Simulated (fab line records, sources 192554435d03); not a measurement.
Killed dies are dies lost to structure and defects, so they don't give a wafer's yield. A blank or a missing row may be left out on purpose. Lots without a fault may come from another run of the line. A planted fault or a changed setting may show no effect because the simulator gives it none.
A struck lot beside a sound one | flow n5_finfet | 19 steps out of a route of 1938
Sound: wafers L452.2, L452.3, L452.5. Struck: wafers L448.1, L448.3, L448.5. The cause comes at the end.
At each step with rows: each side's tool, then ch and its chambers, then its first start. Under that, the readings that differ: sound wafers | struck wafers | difference of the means | sigmas: that difference in standard deviations of wafers without a fault.
alike: readings whose means differ by less than 2 such deviations, and words and numbers that are the same on both sides. not compared: withheld readings, readings that some wafer has no value for, bounds like >300 that may hide the same value, and numbers for which the record gives no deviation and whose values overlap.
The two part at a step that has a row with sigmas, a row that says differs or no value, or rows on one side only. Numbers that don't overlap but have no deviation are shown without sigmas and don't part them. A reading that every wafer of one side lacks parts them only if that side has two wafers or more.

N5_BEOL_M6_RS_MEAS_57: measures by four-point-probe.
  sound on film_metro-01, day 12 15:50; struck on film_metro-02, day 12 02:20
  alike: M6_RS
N5_BEOL_M6_INSPECT_58: inspects for defects (darkfield).
  sound on defect_inspect-02, day 12 15:52; struck on defect_inspect-01, day 12 02:21
  alike: raw_defect_count
N5_BEOL_M7_ILD_DEP_00: deposits SiCOH lowk from DEMS/porogen, target thk 179.75 nm, time 33.4 s.
  sound on pecvd-04 ch 0,1,2, day 12 15:54; struck on pecvd-03 ch 0,2, day 12 02:23
  alike: heater_power_w, showerhead_plenum_p_Torr, throttle_valve_pct
N5_BEOL_M7_CURE_74: cures SiCOH lowk, time 240 s.
  sound on uv_cure-01 ch 0, day 12 16:32; struck on uv_cure-02 ch 2, day 12 02:28
  alike: lamp_power_pct, wafer_temp_C_max
N5_BEOL_M7_THK_MEAS_01:
  sound on film_metro-01, day 12 16:58; struck on film_metro-01, day 12 02:58
  alike: M7_ILD_THK
N5_BEOL_M7_PECVD_70: deposits SiO2 from TEOS/O2, target thk 20 nm, time 22.7 s.
  sound on pecvd-03 ch 0,1, day 12 17:00; struck on pecvd-02 ch 0,1,2, day 12 03:00
  alike: heater_power_w, showerhead_plenum_p_Torr, throttle_valve_pct
N5_BEOL_M7_HM_DEP_02: deposits TiN, target thk 20 nm.
  sound on pvd_sputter-01, day 12 17:53; struck on pvd_sputter-02, day 12 06:05
  alike: throttle_valve_pct
then, 5 steps without rows for these wafers: N5_BEOL_M7_COAT_59 (time 60 s, resist thk 100 nm); N5_BEOL_M7_COAT_60 (time 60 s, resist thk 35 nm); N5_BEOL_M7_COAT_05 (resist thk 90 nm); N5_BEOL_M7_EBR_07; N5_BEOL_M7_SOFTBAKE_06 (time 60 s).
N5_BEOL_M7_EXPOSE_08: exposes mask M7.
  sound on arfi_scanner-02 ch 0, day 12 18:16; struck on arfi_scanner-03 ch 0, day 12 06:27
  reading                         | sound       | struck         | difference | sigmas
  model.BEOL_M7.overlay_x_nm (nm) | 0.4 0.4 0.4 | 16.2 16.2 16.2 | +15.8      |
  alike: mask
then, 2 steps without rows for these wafers: N5_BEOL_M7_PEB_09 (peb time 60 s); N5_BEOL_M7_DEVELOP_10 (develop time 30 s).
N5_BEOL_M7_CD_MEAS_11: target cd 38.5 nm.
  sound on cd_sem-01 ch 0, day 12 18:23; struck on cd_sem-03 ch 0, day 12 06:35
  alike: cd_nm
N5_BEOL_M7_OVL_MEAS_12:
  sound on overlay-02 ch 0, day 12 18:25; struck on overlay-01 ch 0, day 12 06:37
  reading     | sound       | struck         | difference | sigmas
  M7_OVL (nm) | 0.7 0.7 0.4 | 16.1 17.1 16.5 | +16.0      | +22
N5_BEOL_M7_INSPECT_13: inspects for defects (brightfield).
  sound on defect_inspect-02, day 12 18:26; struck on defect_inspect-02, day 12 06:38
  alike: raw_defect_count
then, 1 step without rows for these wafers: N5_PASSIVATION_PROBE_49.

WHERE THEY PART
Only at N5_BEOL_M7_OVL_MEAS_12, within this record. Later steps at which nothing parts them and some readings are alike: N5_BEOL_M7_INSPECT_13.

WHY: what the simulator had put in
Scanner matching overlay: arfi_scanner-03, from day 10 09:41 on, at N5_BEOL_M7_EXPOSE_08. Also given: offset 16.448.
